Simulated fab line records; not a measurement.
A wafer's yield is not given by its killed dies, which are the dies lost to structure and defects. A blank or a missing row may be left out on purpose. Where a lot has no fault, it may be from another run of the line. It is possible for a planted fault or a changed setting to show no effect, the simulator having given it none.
Which tool did it? + flow n5 finfet + 11 lots, 33 wafers sampled, at 5 steps of a route of 1938

== WHAT THE GAUGES SHOWED, per wafer ==
Not one reading of a measure or inspect step in the record can be checked against a usual standard deviation.

== WHAT TOOL EACH LOT RAN ON (gives the tool, then ch and the chambers of the sampled wafers, and finally the start) ==
| lot  | N5_BEOL_M5_PECVD_70             | N5_BEOL_M5_ETCH_68                 | N5_BEOL_M5_SPUTTER_48        | N5_BEOL_M5_SPUTTER_81        | N5_BEOL_M5_CMP_52            |
|------|---------------------------------|------------------------------------|------------------------------|------------------------------|------------------------------|
| L449 | pecvd-03 ch 2, day 8 11:52      | rie diel-05 ch 1,3, day 8 16:05    | pvd sputter-03, day 8 18:13  | pvd sputter-03, day 8 19:18  | cmp-03 ch 0,1,2, day 8 23:11 |
| L447 | pecvd-03 ch 1,2, day 8 14:24    | rie diel-03 ch 1,2,3, day 8 23:16  | pvd sputter-02, day 9 02:36  | pvd sputter-02, day 9 09:50  | cmp-01 ch 0,1,2, day 9 13:36 |
| L448 | pecvd-01 ch 0,1, day 8 14:35    | rie diel-03 ch 0,1,2, day 8 22:48  | pvd sputter-01, day 9 00:38  | pvd sputter-01, day 9 01:44  | cmp-02 ch 0,1,3, day 9 05:34 |
| L450 | pecvd-04 ch 0,1,2, day 9 03:14  | rie diel-03 ch 1,2,3, day 9 10:20  | pvd sputter-01, day 9 13:53  | pvd sputter-01, day 9 14:58  | cmp-01 ch 0,2,3, day 9 18:45 |
| L452 | pecvd-04 ch 0,2, day 10 06:33   | rie diel-04 ch 0,1, day 10 10:46   | pvd sputter-02, day 10 14:02 | pvd sputter-02, day 10 15:07 | cmp-02 ch 0,3, day 10 18:53  |
| L454 | pecvd-04 ch 1,2, day 10 09:37   | rie diel-05 ch 0,1,2, day 10 13:19 | pvd sputter-01, day 10 17:14 | pvd sputter-01, day 10 18:20 | cmp-02 ch 1,3, day 10 22:12  |
| L453 | pecvd-01 ch 0,1, day 10 13:11   | rie diel-03 ch 1,3, day 10 17:35   | pvd sputter-03, day 10 19:37 | pvd sputter-03, day 10 20:41 | cmp-01 ch 0,2, day 11 00:30  |
| L455 | pecvd-04 ch 1,2, day 10 16:40   | rie diel-04 ch 1,2,3, day 10 22:13 | pvd sputter-02, day 11 00:19 | pvd sputter-02, day 11 01:25 | cmp-02 ch 1,3, day 11 05:13  |
| L463 | pecvd-01 ch 0,1,2, day 12 17:08 | rie diel-03 ch 0,3, day 12 22:20   | pvd sputter-02, day 13 00:28 | pvd sputter-02, day 13 01:34 | cmp-01 ch 0,3, day 13 05:22  |
| L464 | pecvd-01 ch 1,2, day 13 01:49   | rie diel-03 ch 0,1,3, day 13 06:59 | pvd sputter-01, day 13 09:51 | pvd sputter-01, day 13 10:56 | cmp-03 ch 0,1, day 13 14:44  |
| L466 | pecvd-03 ch 1,2, day 14 10:05   | rie diel-03 ch 1,2, day 14 15:08   | pvd sputter-03, day 14 17:26 | pvd sputter-03, day 14 18:32 | cmp-02 ch 0,1, day 14 22:17  |
- N5_BEOL_M5_PECVD_70: deposits SiO2 from TEOS/O2, target thk 16 nm, time 18 s.
- N5_BEOL_M5_ETCH_68: etches SOC in N2/H2, target depth 80 nm, overetch 16 nm, time 120 s.
- N5_BEOL_M5_SPUTTER_48: material Cu, target thk 15 nm, time 27.62 s.
- N5_BEOL_M5_SPUTTER_81: material Cu, target thk 15 nm, time 27.62 s.
- N5_BEOL_M5_CMP_52: polishes, stops on SiCOH lowk, t overpolish 6.9 s, target thk 62 nm.

== AS READ BY THE TOOLS THEMSELVES (means over the sampled wafers that have a number; for cases with no such wafer, the mark the record gives instead) ==
N5_BEOL_M5_PECVD_70.
| lot  | tool     | heater power w (W) | showerhead plenum p Torr (Torr) | throttle valve pct (%) |
|------|----------|--------------------|---------------------------------|------------------------|
| L449 | pecvd-03 | 690                | 8.82                            | 20.9                   |
| L447 | pecvd-03 | 646                | 8.87                            | 21.3                   |
| L448 | pecvd-01 | 730                | 8.80                            | 23.7                   |
| L450 | pecvd-04 | 607                | 8.74                            | 21.9                   |
| L452 | pecvd-04 | 567                | 8.76                            | 21.1                   |
| L454 | pecvd-04 | 654                | 8.79                            | 22.0                   |
| L453 | pecvd-01 | 747                | 8.80                            | 23.7                   |
| L455 | pecvd-04 | 660                | 8.75                            | 22.7                   |
| L463 | pecvd-01 | 730                | 8.79                            | 22.9                   |
| L464 | pecvd-01 | 716                | 8.78                            | 22.5                   |
| L466 | pecvd-03 | 636                | 8.86                            | 21.4                   |

N5_BEOL_M5_ETCH_68.
| lot  | tool        | drypump motor current A (A) | oes product au (a.u.) | rf vpp V (V) | showerhead plenum p Torr (Torr) | throttle valve pct (%) |
|------|-------------|-----------------------------|-----------------------|--------------|---------------------------------|------------------------|
| L449 | rie diel-05 | 5.8                         | 0.65                  | 525.8        | 2.61                            | 17.72                  |
| L447 | rie diel-03 | 6.1                         | 0.61                  | 523.7        | 2.54                            | 17.89                  |
| L448 | rie diel-03 | 5.7                         | 0.56                  | 523.5        | 2.52                            | 18.01                  |
| L450 | rie diel-03 | 6.2                         | 0.60                  | 524.9        | 2.54                            | 17.90                  |
| L452 | rie diel-04 | 5.2                         | 0.56                  | 524.8        | 2.58                            | 17.82                  |
| L454 | rie diel-05 | 5.5                         | 0.65                  | 527.6        | 2.69                            | 17.79                  |
| L453 | rie diel-03 | 6.2                         | 0.65                  | 522.2        | 2.49                            | 17.89                  |
| L455 | rie diel-04 | 5.0                         | 0.56                  | 524.5        | 2.55                            | 17.99                  |
| L463 | rie diel-03 | 5.4                         | 0.61                  | 521.1        | 2.44                            | 18.06                  |
| L464 | rie diel-03 | 5.7                         | 0.59                  | 522.6        | 2.47                            | 18.03                  |
| L466 | rie diel-03 | 6.1                         | 0.58                  | 523.7        | 2.54                            | 17.87                  |

N5_BEOL_M5_SPUTTER_48.
| lot  | tool           | throttle valve pct (%) |
|------|----------------|------------------------|
| L449 | pvd sputter-03 | 29.3                   |
| L447 | pvd sputter-02 | 30.2                   |
| L448 | pvd sputter-01 | 29.1                   |
| L450 | pvd sputter-01 | 29.1                   |
| L452 | pvd sputter-02 | 30.3                   |
| L454 | pvd sputter-01 | 30.1                   |
| L453 | pvd sputter-03 | 28.8                   |
| L455 | pvd sputter-02 | 29.7                   |
| L463 | pvd sputter-02 | 30.8                   |
| L464 | pvd sputter-01 | 29.1                   |
| L466 | pvd sputter-03 | 29.9                   |

N5_BEOL_M5_SPUTTER_81.
| lot  | tool           | throttle valve pct (%) |
|------|----------------|------------------------|
| L449 | pvd sputter-03 | 29.2                   |
| L447 | pvd sputter-02 | 30.4                   |
| L448 | pvd sputter-01 | 28.9                   |
| L450 | pvd sputter-01 | 29.2                   |
| L452 | pvd sputter-02 | 30.2                   |
| L454 | pvd sputter-01 | 30.0                   |
| L453 | pvd sputter-03 | 28.8                   |
| L455 | pvd sputter-02 | 29.6                   |
| L463 | pvd sputter-02 | 30.9                   |
| L464 | pvd sputter-01 | 29.1                   |
| L466 | pvd sputter-03 | 29.8                   |

N5_BEOL_M5_CMP_52.
| lot  | tool   | barrier field endpoint s (s) | clearing platen rpm (rpm) | motor current A (A) |
|------|--------|------------------------------|---------------------------|---------------------|
| L449 | cmp-03 | 25.4                         | 49.98                     | 6.1                 |
| L447 | cmp-01 | 24.5                         | 50.00                     | 6.0                 |
| L448 | cmp-02 | 25.9                         | 50.01                     | 6.7                 |
| L450 | cmp-01 | 25.1                         | 49.99                     | 5.7                 |
| L452 | cmp-02 | 24.9                         | 50.01                     | 6.5                 |
| L454 | cmp-02 | 15.7                         | 49.97                     | 6.2                 |
| L453 | cmp-01 | 24.5                         | 50.00                     | 6.0                 |
| L455 | cmp-02 | 15.9                         | 49.98                     | 6.4                 |
| L463 | cmp-01 | 25.2                         | 49.99                     | 6.2                 |
| L464 | cmp-03 | 24.7                         | 50.01                     | 6.2                 |
| L466 | cmp-02 | 24.9                         | 49.99                     | 7.2                 |

== THE ANSWER, worked out from the rows above alone ==
Rule: the lots themselves supply what counts as usual. Put in order of their means at a reading, lots are off if they are a third of the lots or fewer, leave a main group of 4 or more, and stand apart from it by a gap of 3 or more times the standard deviation of the main group's means; of several such gaps the widest counts. The tables above print the reading to a certain number of digits; a main group whose means all agree to those digits is not used. A lot without any number at a reading at which 4 lots or more have one is off too. Any other lot the step has rows for is counted as sound. Order of review: gauges by route order, followed by the tools' own readings, for which a lot's mean as printed above is used. The first step at which some lot is off is used, and at that step the reading that is off furthest; a lot without a number counts as furthest.
Off: L454, L455, at N5_BEOL_M5_CMP_52 (barrier field endpoint s). The main group has a mean of 25.0 s with a standard deviation of 0.43.
A tool fits if, at that step or a process step before it, it ran every lot that is off, and no sound lot after the first of them. One fits: pecvd-04 at N5_BEOL_M5_PECVD_70. A fault onset in the window from L452 (day 10 06:33, its last sound lot) to L454 (day 10 09:37, its first lot off) fits.

== WHAT WAS PUT IN BY THE SIMULATOR ==
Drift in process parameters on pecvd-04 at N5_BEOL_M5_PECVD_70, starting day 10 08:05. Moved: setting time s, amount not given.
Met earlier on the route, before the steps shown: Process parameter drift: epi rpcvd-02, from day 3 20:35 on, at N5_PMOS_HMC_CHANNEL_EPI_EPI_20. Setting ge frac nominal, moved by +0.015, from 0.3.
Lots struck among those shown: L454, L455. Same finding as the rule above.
